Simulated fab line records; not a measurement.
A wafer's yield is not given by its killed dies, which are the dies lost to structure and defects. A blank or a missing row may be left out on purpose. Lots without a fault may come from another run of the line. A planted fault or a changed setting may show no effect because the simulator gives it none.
Matching of chambers ; flow nand harc ; NHARC_A_M0_CMP_23 on cmp-04: 4 sister chambers
The step polishes, t overpolish 20 s, target thk 113.75 nm. 4 wafers are shown with their chamber, then 7 later ones without.

WAFERS WITH THEIR CHAMBER
wafer;chamber;motor current A (A)
L085.2;3;13.5
L085.6;2;14.4
L089.1;0;12.2
L089.4;1;11.8

WAFERS WITHOUT THEIR CHAMBER
wafer;motor current A (A)
L089.5;14.6
L096.3;11.1
L096.4;13.7
L096.5;12.4
L095.3;11.8
L095.4;11.3
L095.6;13.3

EACH ONE'S CHAMBER
wafer;from the rows above;in truth
L089.5;2;2
L096.3;can't be placed: 1 or 0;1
L096.4;can't be placed: 3 or 2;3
L096.5;can't be placed: 0 or 1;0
L095.3;can't be placed: 1 or 0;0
L095.4;can't be placed: 1 or 0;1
L095.6;3;3
Placed correctly: 2 of 7. Cannot be placed on the basis of these rows: 5; the candidates contain the true chamber in 5. Placed wrongly: 0.
How it was worked out, from the rows above alone: a wafer's distance from a chamber is the root of the sum, over the readings, of the square of ((its reading less the chamber's mean) divided by the reading's scatter). The wafer belongs to the nearest chamber; if the next one is less than 2 further off, it can't be placed. The mean given for a chamber averages the wafers shown for that chamber. The scatter: root of mean squared gap, hidden wafer to nearest shown wafer, with one shown wafer a chamber.
